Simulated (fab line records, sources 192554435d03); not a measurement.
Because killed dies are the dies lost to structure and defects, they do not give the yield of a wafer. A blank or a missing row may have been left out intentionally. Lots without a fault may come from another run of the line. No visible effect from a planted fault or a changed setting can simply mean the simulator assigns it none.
One fault through the eyes of 2 desks -- flow n5 finfet -- each desk has only its own numbers; what lay behind them comes last

## DESK OF THE TOOL OWNER: litho track-04
The tool's own readings at N5_BEOL_M10_COAT_59 (time 60 s, resist thk 100 nm): means of the sampled wafers that have a number, for each lot that ran on this tool. If a lot's mean is further than 4 standard deviations from the usual mean, the lot is out of limits and carries the mark OUT (the distance appears in the brackets).
Columns: A = plate temp C at N5_BEOL_M10_COAT_59, usual 249.98 C; B = spin speed rpm at N5_BEOL_M10_COAT_59, usual 1500.0 rpm
lot,first seen here,A,B
L394,day 9 16:52,249.85,1499.5
L398,day 11 02:01,249.86,1499.4
L399,day 11 13:49,249.98,1499.5
L402,day 12 05:46,249.96,1499.4
L403,day 12 13:29,249.80,1706.2 (+99 or more) OUT
L406,day 12 16:46,249.98,1704.3 (+99 or more) OUT
This desk's verdict: out of limits on L403, L406, starting with L403 at day 12 13:29 (spin speed rpm at N5_BEOL_M10_COAT_59). Within limits: L394, L398, L399, L402.

## THE METROLOGY DESK
Means of the sampled wafers that have a number, per lot and without regard to the tool the lot ran on: this is what the gauges read. If a lot's mean is further than 4 standard deviations from the usual mean, the lot is out of limits and carries the mark OUT (the distance appears in the brackets).
Columns: A = M10_ILD_THK at N5_BEOL_M10_THK_MEAS_01, usual 268 nm
lot,first seen here,A
L394,day 9 16:27,268
L395,day 10 01:26,267
L398,day 11 00:56,266
L399,day 11 13:02,267
L402,day 12 05:24,269
L403,day 12 10:54,270
L404,day 12 11:05,272
L406,day 12 16:31,266
L405,day 13 00:35,270
L414,day 15 03:40,270
L413,day 15 05:20,270
L416,day 15 06:37,266
This desk's finding: nothing out of limits on any of the 12 lots.

## BROUGHT TOGETHER
The tool owner's desk had the chance to raise an alarm at day 12 13:29 on L403, L406.
Nothing out of limits was seen by the metrology desk.
The metrology desk has L403, L406 on record, within its limits.
N5_BEOL_M10_COAT_59 was run on litho track-04 by each of the lots named.

## WHAT WAS PUT IN BY THE SIMULATOR
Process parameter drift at N5_BEOL_M10_COAT_59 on litho track-04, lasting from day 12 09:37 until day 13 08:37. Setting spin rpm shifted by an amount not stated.
Struck lots among those shown: L403, L406.
How many hours passed from the start of the fault until each desk's first out-of-limits reading: the tool owner's desk, 4.
